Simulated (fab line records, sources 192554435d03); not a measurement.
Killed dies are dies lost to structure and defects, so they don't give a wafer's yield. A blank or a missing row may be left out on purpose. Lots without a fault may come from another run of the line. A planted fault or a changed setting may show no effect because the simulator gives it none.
fab line records | flow n5_finfet
record lots=6 wafers=18 last_day=18
route steps=1938 shown STI_FIN_REVEAL@184 DUMMY_GATE@212 BEOL_M4@1111
lots that met no fault: from a run of the same line without faults
start_h: hours from the record's first day to the start of the lot's first wafer shown | wait_h: hours since the lot's step before | " the same as in the row above | L1.1+2: a row that stands for several wafers | - no value, or no start given | * or withheld: withheld | < > ~ a bound
route shown NAME@n: a module of which the file shows steps, and the number in the route of the first | usual: mean/standard deviation of fault-free wafers | same: alike in all rows | chamber/n: place in a boat | sites: the reading at each site | _std_site: their standard deviation | _edge_site: outer sites' mean less inner sites' | radius_mm: how far each site lies from the wafer's centre | mask NAME#n: copy n | behind: the tool/chamber that last shaped the wafer | hold: why the lot was held/for how many hours/how that ended | device: the transistor (n, p or np) that didn't switch | end of line: the same wafers' tests at the end of the route | a step without rows: its recipe alone | killed: dies lost to structure and defects at the first sort, not the wafer's yield | map: a wafer's dies, x killed, . not, _ none there
set.NAME: the setting as run; set.NAME@STEP: as run at that earlier step | model.NAME: the simulator's own value behind a step, which no gauge read
lots at some steps of the route; a table a step, a row a wafer
services: from which hour (start_h, from the record's first day; less than 0 if before it) a tool's chamber was out of use, for how many hours, and why
## steps
# step N5_STI_FIN_REVEAL_ALD_14
# recipe material=Si3N4 target_thk_a=30 temp_c=400 ald_precursor_family=SiH2I2 ald_co_reactant=N2/H2-plasma pressure_torr=2
# step N5_STI_FIN_REVEAL_FCVD_FILL_01
# recipe material=SiO2_flowable target_thk_a=3120 temp_c=100 pressure_torr=0.8 rf_w=2000 time_s=512.2
# step N5_STI_FIN_REVEAL_DENSIFY_02
# recipe temp_c=650 ambient=steam time_s=1800 idle_temp_c=400 densification_p_h2o_torr=640
# step N5_STI_FIN_REVEAL_CMP_04
# recipe stop_on=Si3N4 t_overpolish_s=4 down_force_psi=2 platen_rpm=54.18 post_cmp_clean=alkaline_brush pad_velocity_m_s=1.078 target_thk_nm=131.83
# step N5_STI_FIN_REVEAL_THK_MEAS_05
# usual thk_nm=132.3/1.1
# columns lot.wafer tool chamber start_h wait_h thk_nm
L613.2 film_metro-01 - 87.53 0.3 132.2
L613.3 " - " " 130.3
L613.6 " - " " 132.0
L614.1 film_metro-01 - 93.19 - 132.7
L614.2 " - " " 133.3
L614.4 " - " " 132.8
L615.1 film_metro-02 - 101.76 - 130.5
L615.3 " - " " 132.0
L615.6 " - " " 132.5
L620.2 film_metro-02 - 131.83 - 132.8
L620.4 " - " " 131.9
L620.6 " - " " 132.6
L622.1 film_metro-01 - 141.97 - 134.3
L622.2 " - " " 133.1
L622.4 " - " " 133.3
L624.2 film_metro-02 - 154.98 - 132.8
L624.3 " - " " 132.7
L624.5 " - " " 132.6
# step N5_STI_FIN_REVEAL_DENSIFY_30
# recipe temp_c=* time_s=* ambient=N2 idle_temp_c=600 ramp_up_c_per_s=150 ramp_down_c_per_s=60 cool_to_c=600
# usual lamp_power_pct=11.53/0.056 lamp_zone_4_pct=11.529/0.018 wafer_temp_C_max=*
# columns lot.wafer tool chamber start_h wait_h lamp_power_pct lamp_zone_4_pct wafer_temp_C_max
L613.2 rtp_anneal-02 0 87.58 0.1 11.50 11.482 *
L613.3 " 0 " " 11.60 11.518 *
L613.6 " 0 " " 11.59 11.553 *
L614.1 rtp_anneal-01 0 93.21 0.0 11.55 11.537 *
L614.2 " 0 " " 11.61 11.546 *
L614.4 " 0 " " 11.45 11.536 *
L615.1 rtp_anneal-01 0 101.93 0.2 11.63 11.525 *
L615.3 " 0 " " 11.60 11.540 *
L615.6 " 0 " " 11.60 11.527 *
L620.2 rtp_anneal-01 0 132.03 0.2 11.50 11.514 *
L620.4 " 0 " " 11.54 11.536 *
L620.6 " 0 " " 11.41 11.520 *
L622.1 rtp_anneal-01 0 141.99 0.0 11.53 11.508 *
L622.2 " 0 " " 11.49 11.535 *
L622.4 " 0 " " 11.58 11.542 *
L624.2 rtp_anneal-01 0 155.42 0.4 11.46 11.545 *
L624.3 " 0 " " 11.49 11.529 *
L624.5 " 0 " " 11.53 11.557 *
# step N5_STI_FIN_REVEAL_ETCHBACK_08
# recipe chemistry=C4F6/O2 target=SiO2 target_depth_a=305 time_s=10.167 ion_energy_ev=250 pressure_mtorr=30 source_w=345 bias_w=185 Ar_flow_sccm=300 C4F6_flow_sccm=10 O2_flow_sccm=10
# usual drypump_motor_current_A=5.9/0.59 oes_product_au=0.78/0.062 rf_vpp_V=671/13 showerhead_plenum_p_Torr=2.85/0.094 throttle_valve_pct=21.18/0.3
# columns lot.wafer tool chamber start_h wait_h drypump_motor_current_A oes_product_au rf_hours_counter_h rf_vpp_V showerhead_plenum_p_Torr throttle_valve_pct
L613.2 rie_diel-06 2 87.77 0.2 4.9 0.70 178 679 2.96 21.63
L613.3 " 3 " " 5.0 0.75 150 669 2.74 20.73
L613.6 " 3 " " 5.0 0.75 - 669 2.74 20.74
L614.1 rie_diel-06 0 93.42 0.2 5.8 0.71 193 646 2.70 21.33
L614.2 " 2 " " 4.9 0.70 180 680 2.96 21.65
L614.4 " 3 " " 5.0 0.75 151 669 2.74 20.72
L615.1 rie_diel-05 1 102.15 0.2 6.7 0.80 87 680 2.90 20.86
L615.3 " 3 " " 5.4 0.89 26 677 2.80 21.09
L615.6 " 1 " " 6.7 0.80 - 679 2.90 20.88
L620.2 rie_diel-05 3 132.21 0.2 5.4 0.86 36 676 2.80 21.07
L620.4 " 0 " " 6.4 0.84 90 681 2.89 21.24
L620.6 " 3 " " 5.4 0.87 - 676 2.80 21.07
L622.1 rie_diel-06 1 142.48 0.5 5.5 0.71 173 689 2.72 21.56
L622.2 " 3 " " 5.0 0.73 169 668 2.73 20.74
L622.4 " 1 " " 5.5 0.71 - 688 2.72 21.55
L624.2 rie_diel-02 1 155.65 0.2 6.7 0.83 70 654 3.01 20.93
L624.3 " 2 " " 6.1 0.79 101 674 2.86 21.11
L624.5 " 1 " " 6.8 0.83 - 653 3.01 20.93
# step N5_STI_FIN_REVEAL_STRIP_24
# recipe chemistry=N2/H2 time_s=90 power_w=100 temp_c=40 pressure_mtorr=100 rf_frequency_hz=6e+07 bias_power_w=3 n2_flow_sccm=300 h2_flow_sccm=300
# step N5_STI_FIN_REVEAL_PRECLEAN_25
# recipe chemistry=SPM time_s=90 temp_c=120 mix=4:1
# step N5_STI_FIN_REVEAL_PRECLEAN_26
# recipe chemistry=SC1 time_s=45 temp_c=46 mix=1:2:100
# step N5_STI_FIN_REVEAL_PRECLEAN_29
# recipe chemistry=DHF time_s=30 temp_c=25 dilution=300:1
# step N5_STI_FIN_REVEAL_SRD_12
# recipe time_s=30 temp_c=23 rinse_liquid=diw dry=ipa_marangoni
# step N5_STI_FIN_REVEAL_RECESS_09
# recipe chemistry=HF/NH3 target=SiO2 afs_cycles=11 target_depth_a=425 temp_c=30 sublimation_temp_c=180 sublimation_time_s=60
# usual drypump_motor_current_A=5.7/0.39 temp_c=30.01/0.11
# columns lot.wafer tool chamber start_h wait_h drypump_motor_current_A temp_c
L613.2 vapor_etch-01 0 88.02 0.0 6.0 30.04
L613.3 " 1 " " 5.3 30.06
L613.6 " 0 " " 6.0 30.10
L614.1 vapor_etch-02 1 93.82 0.0 6.3 30.23
L614.2 " 0 " " 5.6 30.21
L614.4 " 1 " " 6.4 30.15
L615.1 vapor_etch-01 0 102.40 0.0 6.0 30.15
L615.3 " 1 " " 5.3 29.97
L615.6 " 0 " " 6.0 30.02
L620.2 vapor_etch-01 0 132.47 0.0 6.0 29.93
L620.4 " 0 " " 6.0 29.77
L620.6 " 0 " " 6.0 29.82
L622.1 vapor_etch-01 1 142.73 0.0 5.3 27.90
L622.2 " 0 " " 6.0 28.03
L622.4 " 1 " " 5.3 27.97
L624.2 vapor_etch-01 0 155.90 0.0 6.0 28.02
L624.3 " 0 " " 6.0 28.04
L624.5 " 1 " " 5.3 27.92
# step N5_STI_FIN_REVEAL_STRIP_16
# recipe chemistry=H3PO4 material=SiNx temp_c=165 target_depth_a=238 overetch_fraction=0.4964 dry=ipa_marangoni
# step N5_STI_FIN_REVEAL_PRECLEAN_17
# recipe chemistry=NF3:NH3 afs_cycles=1 temp_c=30 time_s=20 sublimation_temp_c=180 sublimation_time_s=60 pressure_torr=3 rf_power_w=30
# step N5_STI_FIN_REVEAL_ETCH_34
# recipe chemistry=H2 mode=isotropic material=Si target=Si target_depth_a=9.7 temp_c=20 pressure_mtorr=4.5 icp_w=300 bias_w=0 h2_flow_sccm=7.5 he_flow_sccm=142.5
# usual drypump_motor_current_A=5.7/0.61 he_backside_leak_sccm=2.70/0.22 oes_product_au=1.006/0.021 throttle_valve_pct=25.7/0.47
# columns lot.wafer tool chamber start_h wait_h drypump_motor_current_A he_backside_leak_sccm oes_product_au rf_hours_counter_h throttle_valve_pct
L613.2 rie_si-01 3 90.11 0.1 6.5 2.71 0.974 82 25.9
L613.3 " 2 " " 5.7 3.14 1.020 120 25.7
L613.6 " 3 " " 6.6 2.68 0.985 - 25.9
L614.1 rie_si-03 0 95.91 0.2 5.6 2.87 0.990 108 25.6
L614.2 " 1 " " 5.4 2.57 1.025 0 25.7
L614.4 " 3 " " 5.2 2.55 1.006 43 25.7
L615.1 rie_si-01 0 104.52 0.2 6.1 2.31 1.040 133 25.4
L615.3 " 1 " " 4.7 2.70 0.985 186 25.2
L615.6 " 2 " " 5.8 3.16 1.021 - 25.8
L620.2 rie_si-01 0 134.58 0.1 6.0 2.49 1.043 133 25.4
L620.4 " 2 " " 5.7 2.98 1.035 121 25.8
L620.6 " 3 " " 6.6 2.77 0.987 - 25.9
L622.1 rie_si-01 0 144.82 0.2 6.1 2.32 1.031 134 25.4
L622.2 " 3 " " 6.5 2.78 0.994 83 25.9
L622.4 " 1 " " 4.7 2.61 0.978 187 25.2
L624.2 rie_si-01 3 158.00 0.1 6.6 2.79 0.998 83 25.9
L624.3 " 0 " " 6.1 2.45 1.041 134 25.4
L624.5 " 2 " " 5.8 3.06 1.035 - 25.8
# step N5_STI_FIN_REVEAL_OXIDATION_31
# recipe chemistry=O2_PLASMA_REMOTE temp_c=150 time_s=20 pressure_mtorr=1000 source_power_w=2000 o2_flow_sccm=3000
# usual drypump_motor_current_A=5.94/0.12 heater_power_w=127/16
# columns lot.wafer tool chamber start_h wait_h drypump_motor_current_A heater_power_w rf_hours_counter_h
L613.2 plasma_asher-02 0 90.17 0.0 6.02 107 38
L613.3 " 0 " " 6.03 105 -
L613.6 " 1 " " 5.77 123 -
L614.1 plasma_asher-02 1 95.97 0.0 5.79 122 39
L614.2 " 0 " " 6.05 107 39
L614.4 " 0 " " 6.04 107 -
L615.1 plasma_asher-01 0 104.58 0.0 6.10 148 95
L615.3 " 1 " " 5.86 143 -
L615.6 " 1 " " 5.87 143 -
L620.2 plasma_asher-02 1 134.65 0.1 5.79 119 46
L620.4 " 1 " " 5.79 122 -
L620.6 " 0 " " 6.04 109 -
L622.1 plasma_asher-02 1 145.10 0.3 5.78 120 48
L622.2 " 0 " " 6.04 106 48
L622.4 " 1 " " 5.79 121 -
L624.2 plasma_asher-02 0 158.06 0.0 6.03 111 50
L624.3 " 0 " " 6.03 106 -
L624.5 " 0 " " 6.04 107 -
# step N5_STI_FIN_REVEAL_PRECLEAN_32
# recipe chemistry=NF3:NH3 afs_cycles=1 temp_c=30 time_s=20 sublimation_temp_c=180 sublimation_time_s=60 pressure_torr=3 rf_power_w=30
# step N5_STI_FIN_REVEAL_STRIP_35
# recipe chemistry=H3PO4 material=Si3N4 temp_c=165 target_depth_a=40 time_s=39
# step N5_STI_FIN_REVEAL_SRD_21
# recipe dry=ipa_marangoni time_s=30 temp_c=23 rinse_liquid=diw
# step N5_STI_FIN_REVEAL_OXIDATION_33
# recipe chemistry=O2_PLASMA_REMOTE temp_c=150 time_s=20 pressure_mtorr=1000 source_power_w=2000 o2_flow_sccm=3000
# usual drypump_motor_current_A=5.95/0.12 heater_power_w=132/15
# columns lot.wafer tool chamber start_h wait_h drypump_motor_current_A heater_power_w rf_hours_counter_h
L613.2 plasma_asher-02 0 90.56 0.0 6.04 106 38
L613.3 " 0 " " 6.03 106 -
L613.6 " 0 " " 6.04 107 -
L614.1 plasma_asher-01 0 96.32 0.0 6.08 147 93
L614.2 " 1 " " 5.92 139 93
L614.4 " 1 " " 5.90 144 -
L615.1 plasma_asher-01 0 104.93 0.0 6.08 149 95
L615.3 " 1 " " 5.89 145 -
L615.6 " 0 " " 6.08 149 -
L620.2 plasma_asher-02 0 135.00 0.0 6.02 107 46
L620.4 " 1 " " 5.78 122 -
L620.6 " 1 " " 5.78 120 -
L622.1 plasma_asher-02 1 145.46 0.0 5.80 121 48
L622.2 " 0 " " 6.04 106 48
L622.4 " 1 " " 5.78 124 -
L624.2 plasma_asher-02 0 158.41 0.0 6.04 110 50
L624.3 " 0 " " 6.03 108 -
L624.5 " 1 " " 5.78 123 -
# step N5_STI_FIN_REVEAL_CLEAN_19
# recipe chemistry=O3/DIW temp_c=25 time_s=120 o3_ppm=10
# step N5_STI_FIN_REVEAL_SRD_23
# recipe dry=ipa_marangoni time_s=30 temp_c=23 rinse_liquid=diw
# step N5_STI_FIN_REVEAL_CD_MEAS_22
# recipe target_cd_nm=6.238 pitch_nm=28 polarity=line
# usual cd_nm=6.31/0.27
# columns lot.wafer tool chamber start_h wait_h cd_nm
L613.2 cd_sem-02 - 90.73 0.0 6.39
L613.3 " - " " 6.42
L613.6 " - " " 6.30
L614.1 cd_sem-02 - 96.48 0.0 6.60
L614.2 " - " " 6.36
L614.4 " - " " 6.25
L615.1 cd_sem-03 - 105.09 0.0 6.02
L615.3 " - " " 6.84
L615.6 " - " " 5.66
L620.2 cd_sem-01 - 135.17 0.0 6.42
L620.4 " - " " 6.40
L620.6 " - " " 5.85
L622.1 cd_sem-03 - 145.62 0.0 6.22
L622.2 " - " " 5.99
L622.4 " - " " 6.60
L624.2 cd_sem-03 - 158.57 0.0 6.22
L624.3 " - " " 6.48
L624.5 " - " " 6.44
# step N5_STI_FIN_REVEAL_FIN_H_MEAS_10
# usual trench_depth_nm=51.8/0.69
# columns lot.wafer tool chamber start_h wait_h trench_depth_nm
L613.2 ocd-01 - 90.76 0.0 51.1
L613.3 " - " " 52.0
L613.6 " - " " 51.6
L614.1 ocd-02 - 96.51 0.0 51.4
L614.2 " - " " 51.5
L614.4 " - " " 51.7
L615.1 ocd-02 - 105.12 0.0 50.9
L615.3 " - " " 50.7
L615.6 " - " " 50.6
L620.2 ocd-02 - 135.20 0.0 51.3
L620.4 " - " " 53.1
L620.6 " - " " 51.1
L622.1 ocd-02 - 145.65 0.0 54.9
L622.2 " - " " 55.2
L622.4 " - " " 54.8
L624.2 ocd-02 - 158.60 0.0 55.2
L624.3 " - " " 54.3
L624.5 " - " " 55.2
# step N5_STI_FIN_REVEAL_PRECLEAN_18
# recipe chemistry=SC2 time_s=45 temp_c=35 mix=1:1:50
# step N5_STI_FIN_REVEAL_SRD_28
# recipe dry=ipa_marangoni time_s=30 temp_c=23 rinse_liquid=diw
# step N5_STI_FIN_REVEAL_INSPECT_13
# recipe inspect_instrument=darkfield mode=post_clean
# usual raw_defect_count=13/5.2
# columns lot.wafer tool chamber start_h wait_h raw_defect_count
L613.2 defect_inspect-01 - 90.85 0.0 15
L613.3 " - " " 16
L613.6 " - " " 7
L614.1 defect_inspect-01 - 96.60 0.0 23
L614.2 " - " " 11
L614.4 " - " " 14
L615.1 defect_inspect-02 - 105.21 0.0 14
L615.3 " - " " 12
L615.6 " - " " 9
L620.2 defect_inspect-01 - 135.29 0.0 4
L620.4 " - " " 6
L620.6 " - " " 12
L622.1 defect_inspect-02 - 145.75 0.0 9
L622.2 " - " " 16
L622.4 " - " " 9
L624.2 defect_inspect-01 - 158.69 0.0 10
L624.3 " - " " 8
L624.5 " - " " 11
# step N5_DUMMY_GATE_PRECLEAN_00
# recipe chemistry=O3/DIW time_s=60 temp_c=22 o3_ppm=10
# step N5_DUMMY_GATE_SRD_01
# recipe time_s=30 temp_c=23 rinse_liquid=diw dry=ipa_marangoni
# step N5_DUMMY_GATE_ALD_02
# recipe material=SiO2 target_thk_a=20 temp_c=300 ald_precursor_family=BDEAS ald_co_reactant=O2-plasma pulse_time_s=1 pressure_torr=2
# step N5_DUMMY_GATE_CVD_03
# recipe material=a-Si target_thk_a=1500 temp_c=530 precursor=SiH4 time_s=8042
# step N5_DUMMY_GATE_PRECLEAN_46
# recipe chemistry=DIW time_s=89.5 temp_c=23
# step N5_DUMMY_GATE_SRD_47
# recipe dry_time_s=32 dry=n2_spin spin_rpm=1500
# step N5_DUMMY_GATE_CMP_04
# recipe material=a-Si post_cmp_clean=alkaline_brush
# step N5_DUMMY_GATE_THK_MEAS_05
# usual thk_nm=72.4/1.1
# columns lot.wafer tool chamber start_h wait_h thk_nm
L613.2 film_metro-02 - 95.25 0.2 70.9
L613.3 " - " " 71.5
L613.6 " - " " 72.0
L614.1 film_metro-02 - 103.06 0.1 72.0
L614.2 " - " " 71.7
L614.4 " - " " 72.1
L615.1 film_metro-02 - 109.48 0.1 73.0
L615.3 " - " " 73.8
L615.6 " - " " 73.1
L620.2 film_metro-02 - 139.85 0.2 72.1
L620.4 " - " " 72.7
L620.6 " - " " 72.6
L622.1 film_metro-02 - 150.15 0.2 73.3
L622.2 " - " " 73.2
L622.4 " - " " 73.6
L624.2 film_metro-02 - 162.88 0.1 72.3
L624.3 " - " " 74.5
L624.5 " - " " 73.8
# step N5_DUMMY_GATE_HM_DEP_06
# recipe material=SiNx target_thk_a=800 precursor=DCS/NH3 temp_c=700 pressure_mtorr=300 time_s=5141
# step N5_DUMMY_GATE_PECVD_30
# recipe material=SiO2 target_thk_a=550 temp_c=400 precursor=TEOS/O2 pressure_torr=6.5 rf_w=withheld teos_flow_sccm=withheld gas=O2 flow_sccm=2650 time_s=10.8
# step N5_DUMMY_GATE_COAT_34
# recipe resist=SOC temp_c=250 time_s=60 spin_rpm=1500 resist_thk_nm=60
# step N5_DUMMY_GATE_COAT_35
# recipe resist=SiARC temp_c=220 time_s=60 spin_rpm=1500 resist_thk_nm=10
# step N5_DUMMY_GATE_COAT_28
# recipe resist=underlayer temp_c=205 time_s=60 spin_rpm=1500 resist_thk_nm=10
# step N5_DUMMY_GATE_COAT_09
# recipe resist=CAR-EUV spin_rpm=1500 resist_thk_nm=30
# step N5_BEOL_M4_RC_MEAS_101
# usual DIBL_N=36.3/2 DIBL_P=36.3/2.4 IOFF_N=0.16/0.034 IOFF_P=0.21/0.035 ION_N=672/12 ION_P=459/6.5 SS_N=71.6/0.67 SS_P=73.3/0.71 VT_N=250/3.5 VT_P=-251/3
# columns lot.wafer tool chamber start_h wait_h DIBL_N[mV/V] DIBL_P[mV/V] IOFF_N[nA/um] IOFF_P[nA/um] ION_N[uA/um] ION_P[uA/um] SS_N[mV/dec] SS_P[mV/dec] VT_N[mV] VT_P[mV]
L613.2 prober-02 0 242.64 0.2 40.5 39.7 0.23 0.25 679 456 72.6 73.8 246 -248
L613.3 " 0 " " 39.3 38.1 0.19 0.21 682 453 72.3 73.6 247 -253
L613.6 " 0 " " 38.8 38.8 0.19 0.22 686 465 72.7 73.6 247 -251
L615.1 prober-01 0 255.59 0.0 36.2 38.1 0.17 0.23 669 455 72.1 73.3 249 -248
L615.3 " 0 " " 37.3 39.0 0.19 0.25 680 465 72.2 73.6 248 -249
L615.6 " 0 " " 34.6 35.8 0.13 0.19 659 456 71.1 71.8 254 -253
L614.1 prober-02 0 261.12 0.0 36.8 37.9 0.16 0.23 665 462 71.9 73.1 254 -246
L614.2 " 0 " " 36.4 36.9 0.15 0.20 659 451 71.3 73.2 254 -251
L614.4 " 0 " " 36.8 37.4 0.17 0.22 671 465 71.1 74.2 249 -248
L624.2 prober-02 0 296.36 0.2 32.9 32.4 0.13 0.15 704 477 71.1 72.4 250 -253
L624.3 " 0 " " 34.7 34.8 0.17 0.18 714 480 71.4 72.6 246 -251
L624.5 " 0 " " 36.0 37.1 0.20 0.22 723 488 72.3 72.9 243 -249
L620.2 prober-02 0 303.11 0.2 36.4 37.4 0.15 0.21 669 465 71.6 72.7 252 -247
L620.4 " 0 " " 33.7 33.8 0.12 0.17 669 471 70.9 71.8 252 -251
L620.6 " 0 " " 36.4 36.4 0.15 0.20 660 458 71.6 73.0 250 -249
L622.1 prober-02 0 318.71 0.0 34.6 34.9 0.15 0.19 701 479 71.1 73.5 248 -253
L622.2 " 0 " " 33.4 33.5 0.13 0.17 703 472 70.5 72.7 252 -251
L622.4 " 0 " " 35.9 37.6 0.20 0.23 716 481 71.6 74.3 243 -250
## services
# columns tool chamber start_h hours kind
plasma_asher-02 - 66.22 9.0 repair
rie_si-03 1 71.01 - clean
rie_si-03 1 71.01 11.8 scheduled_down
rie_si-03 1 71.01 11.8 vent_cycle
rie_si-03 1 90.33 5.1 repair
rie_diel-02 1 96.54 4.5 repair
rie_diel-05 3 102.56 2.6 repair
plasma_asher-02 - 104.06 2.8 pm
rie_diel-06 2 122.85 3.9 repair
rie_diel-06 0 138.95 18.3 repair
rie_diel-05 - 146.10 14.6 pm
## key
first_sign step=N5_STI_FIN_REVEAL_RECESS_09 reading=temp_c direction=down sigmas=18 usual=* struck=*
effect step=N5_STI_FIN_REVEAL_FIN_H_MEAS_10 reading=trench_depth_nm direction=up sigmas=4.5 usual=51.8 struck=54.9
effect step=N5_BEOL_M4_RC_MEAS_101 reading=ION_N direction=up sigmas=3.2 usual=672 struck=710
effect step=N5_BEOL_M4_RC_MEAS_101 reading=ION_P direction=up sigmas=3.1 usual=459 struck=479
met_at N5_STI_FIN_REVEAL_RECESS_09
struck_wafers L622.1,L622.2,L622.4,L624.2,L624.3,L624.5
onset_between 132.47 142.73
fault kind=process_parameter_drift tool=vapor_etch-01 chamber=- onset_h=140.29 steps=N5_STI_FIN_REVEAL_RECESS_09 channel=temp_c offset=* shape=step end_h=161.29 acts_in=* stated=*
